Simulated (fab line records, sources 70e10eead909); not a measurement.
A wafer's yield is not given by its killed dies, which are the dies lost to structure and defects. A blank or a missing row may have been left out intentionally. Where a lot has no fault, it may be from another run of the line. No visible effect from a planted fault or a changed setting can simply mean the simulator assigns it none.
Comparing a struck lot with a sound one :: flow nand-harc :: 15 steps out of a route of 1302
Sound: wafers L766.3, L766.5, L766.6. Wafers L770.2, L770.4, L770.5 were the ones struck. Last of all comes the cause.
Order at every step that has rows: each side's tool, ch and its chambers, its first start. Under that, the readings that differ: sound wafers :: struck wafers :: difference of the means :: sigmas: that difference in standard deviations of wafers without a fault.
alike: a reading whose means differ by less than 2 such deviations, as well as words and numbers matching on both sides. not compared: withheld readings; readings where some wafer has no value; bounds like >300 that might hide an equal value; numbers whose values overlap and for which the record gives no deviation.
A row with sigmas, a row that says differs or no value, or rows on one side alone: a step with any of these is where the two part. Numbers that don't overlap but have no deviation are shown without sigmas and don't part them. A reading missing from all wafers of one side parts the sides only when that side holds two or more wafers.

NHARC_P_M2_CD_MEAS_09: target cd 170 nm.
  sound on cd-sem-02 ch 0, day 6 21:41; struck on cd-sem-02 ch 0, day 8 12:43
  alike: cd-nm
NHARC_P_M2_OVL_MEAS_10: pitch 340 nm.
  struck on overlay-02, day 8 12:48; sound on overlay-01, day 6 21:46
  alike: overlay-x-nm, overlay-y-nm
NHARC_P_M2_INSPECT_11:
  struck on defect-inspect-01, day 8 12:50; sound on defect-inspect-02, day 6 21:48
  alike: raw-defect-count
then, 1 step without rows for these wafers: NHARC_P_M2_DESCUM_14 (chemistry O2, time 3 s).
NHARC_P_M2_ETCH_35: etches the open film in N2/H2, target depth 40 nm, overetch 12 nm, time 43.94 s.
  sound on rie-diel-03 ch 2,3, day 6 21:57; struck on rie-diel-01 ch 1,2,3, day 8 12:59
  alike: bias-w, drypump-motor-current-A, mfc-ar-sccm, oes-product-au, rf-vpp-V, showerhead-plenum-p-Torr, throttle-valve-pct
  not compared: rf-hours-counter-h
NHARC_P_M2_ETCH_15: etches the open film in C4F8/Ar, target depth 182.5 nm, time 91.2 s.
  sound: rie-diel-03 ch 0,3; struck: rie-diel-01 ch 1,2,3
  alike: bias-w, oes-product-au, rf-vpp-V
  not compared: rf-hours-counter-h
NHARC_P_M2_CD_MEAS_16:
  struck on cd-sem-01, day 8 13:12; sound on cd-sem-01, day 6 22:10
  alike: cd-nm
NHARC_P_M2_STRIP_18: strips in N2/H2.
  sound on rie-diel-08 ch 0,1, day 6 22:14; struck on rie-diel-03 ch 1,2, day 8 13:18
reading: throttle-valve-pct (%)
sound: 14.181 14.179 14.189
struck: 14.164 14.161 14.157
difference: -0.022
sigmas: -3
  alike: drypump-motor-current-A, mfc-ar-sccm, oes-product-au, rf-vpp-V, showerhead-plenum-p-Torr
  not compared: rf-hours-counter-h
NHARC_P_M2_ETCH_28: etches the open film in CF4/N2, target depth 30 nm, time 72.99 s.
  sound: rie-diel-08 ch 2,3; struck: rie-diel-03 ch 1,2
  alike: bias-w, drypump-motor-current-A, mfc-ar-sccm, oes-product-au, rf-vpp-V, showerhead-plenum-p-Torr, throttle-valve-pct
  not compared: rf-hours-counter-h
then, 2 steps without rows for these wafers: NHARC_P_M2_STRIP_19 (strips in post etch residue remover, time 600 s); NHARC_P_M2_DEGAS_29 (time 60 s).
NHARC_P_M2_PRE_CLEAN_30: time 30 s.
  sound on pvd-sputter-03; struck on pvd-sputter-02
  alike: heater-power-w
NHARC_P_M2_PVD_20: deposits TaN, target thk 5 nm, time 8.06 s.
  struck on pvd-sputter-02, day 8 14:17; sound on pvd-sputter-03, day 6 23:10
  alike: chamber-pressure-pa, throttle-valve-pct
then, 1 step without rows for these wafers: NHARC_P_M2_PVD_21 (deposits Cu, target thk 30 nm, time 20.49 s).
-- jump in the record: it breaks off in module P_M2 and resumes in module END (first step shown: number 1302 of the route), and 17 days separate the struck wafers' starts before and after --
NHARC_END_SORT_01:
  sound on prober-01 ch 0, day 25 01:26; struck on prober-02 ch 0, day 26 02:07
  alike: defect-limited-yield, killed-at-array, killed-at-other, killed-at-periphery, killed-dies, killed-open, killed-short

## WHERE THEY PART
Within this record, at NHARC_P_M2_STRIP_18 only. Later steps at which nothing parts them and some readings are alike: NHARC_P_M2_ETCH_28, NHARC_P_M2_PRE_CLEAN_30, NHARC_P_M2_PVD_20, NHARC_END_SORT_01.

WHY: whatever the simulator had introduced
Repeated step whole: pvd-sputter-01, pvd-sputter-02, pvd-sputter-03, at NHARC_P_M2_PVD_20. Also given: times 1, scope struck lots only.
